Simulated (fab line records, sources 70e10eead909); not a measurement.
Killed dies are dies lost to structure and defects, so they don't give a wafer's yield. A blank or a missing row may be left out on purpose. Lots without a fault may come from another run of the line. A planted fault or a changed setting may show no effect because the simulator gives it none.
Which tool did it? | flow nand_harc | 11 lots, 33 wafers sampled, at 4 steps of a route of 1302

WHAT THE GAUGES READ, wafer by wafer
NHARC_P_M0_CD_MEAS_09: target cd 90 nm.
lot  | measured     | on        | cd_nm (nm)
L821 | day 6 07:17  | cd_sem-03 | 87.7 90.5 90.5
L824 | day 7 10:35  | cd_sem-03 | 89.7 89.4 88.2
L827 | day 8 19:13  | cd_sem-03 | 90.6 90.3 90.3
L832 | day 10 17:55 | cd_sem-03 | 90.6 88.5 89.1
L834 | day 11 07:49 | cd_sem-03 | 89.1 91.3 90.3
L836 | day 12 08:41 | cd_sem-01 | 88.7 90.3 89.9
L837 | day 12 23:48 | cd_sem-01 | 90.5 90.5 90.7
L838 | day 13 08:01 | cd_sem-02 | 89.8 89.9 88.4
L839 | day 13 13:37 | cd_sem-03 | 87.4 88.8 88.5
L842 | day 14 17:04 | cd_sem-03 | 81.7 81.5 82.8
L843 | day 15 02:09 | cd_sem-03 | 80.7 82.1 81.3

WHICH TOOL RAN EACH LOT (tool, then ch and the chambers of the sampled wafers, then the start)
lot  | NHARC_P_CONTACT_DESCUM_17          | NHARC_P_CONTACT_STRIP_28           | NHARC_P_M0_PEB_07
L821 | rie_diel-09 ch 0,3, day 6 03:18    | rie_diel-09 ch 2,3, day 6 04:15    | litho_track-06 ch 0, day 6 07:13
L824 | rie_diel-03 ch 1,2,3, day 7 06:35  | rie_diel-07 ch 0,1,3, day 7 07:32  | litho_track-06 ch 0, day 7 10:30
L827 | rie_diel-09 ch 1,2,3, day 8 15:15  | rie_diel-03 ch 0,1,3, day 8 16:12  | litho_track-01 ch 0, day 8 19:08
L832 | rie_diel-03 ch 0,2,3, day 10 13:20 | rie_diel-03 ch 0,3, day 10 14:17   | litho_track-06 ch 0, day 10 17:50
L834 | rie_diel-09 ch 0,3, day 11 03:49   | rie_diel-03 ch 0,3, day 11 04:48   | litho_track-04 ch 0, day 11 07:45
L836 | rie_diel-07 ch 0,1,3, day 12 04:44 | rie_diel-03 ch 0,2,3, day 12 05:41 | litho_track-06 ch 0, day 12 08:37
L837 | rie_diel-07 ch 1,3, day 12 19:53   | rie_diel-07 ch 0,2,3, day 12 20:50 | litho_track-04 ch 0, day 12 23:43
L838 | rie_diel-03 ch 0,3, day 13 04:08   | rie_diel-09 ch 0,1,2, day 13 05:07 | litho_track-06 ch 0, day 13 07:56
L839 | rie_diel-03 ch 1,2, day 13 09:34   | rie_diel-09 ch 0,3, day 13 10:31   | litho_track-01 ch 0, day 13 13:32
L842 | rie_diel-07 ch 1,2,3, day 14 13:01 | rie_diel-07 ch 0,1,2, day 14 13:59 | litho_track-06 ch 0, day 14 16:59
L843 | rie_diel-09 ch 1,2, day 14 22:03   | rie_diel-07 ch 0,1,2, day 14 23:02 | litho_track-06 ch 0, day 15 02:04
- NHARC_P_CONTACT_DESCUM_17: chemistry O2, time 3 s.
- NHARC_P_CONTACT_STRIP_28: strips in O2.
- NHARC_P_M0_PEB_07: peb time 65 s.

THE ANSWER, worked out from the rows above alone
Rule: what is usual is taken from the lots themselves. Put in order of their means at a reading, lots are off if they are a third of the lots or fewer, leave a main group of 4 or more, and stand apart from it by a gap of 3 or more times the standard deviation of the main group's means; of several such gaps the widest counts. A main group whose means are all the same, to the digits that the tables above print for the reading, isn't used. A lot without any number at a reading at which 4 lots or more have one is off too. The other lots that the step has rows for count as sound.
Off: L842, L843, at NHARC_P_M0_CD_MEAS_09 (cd_nm). The main group: mean 89.6 nm, standard deviation 0.68.
A tool fits if, at a process step before that reading, it ran every lot that is off, and no sound lot after the first of them. The gauges at NHARC_P_M0_CD_MEAS_09 are tried like those tools. Can't be told from this: 3 tools fit, rie_diel-07 at NHARC_P_CONTACT_STRIP_28, litho_track-06 at NHARC_P_M0_PEB_07, cd_sem-03 at NHARC_P_M0_CD_MEAS_09.

WHAT THE SIMULATOR HAD PUT IN
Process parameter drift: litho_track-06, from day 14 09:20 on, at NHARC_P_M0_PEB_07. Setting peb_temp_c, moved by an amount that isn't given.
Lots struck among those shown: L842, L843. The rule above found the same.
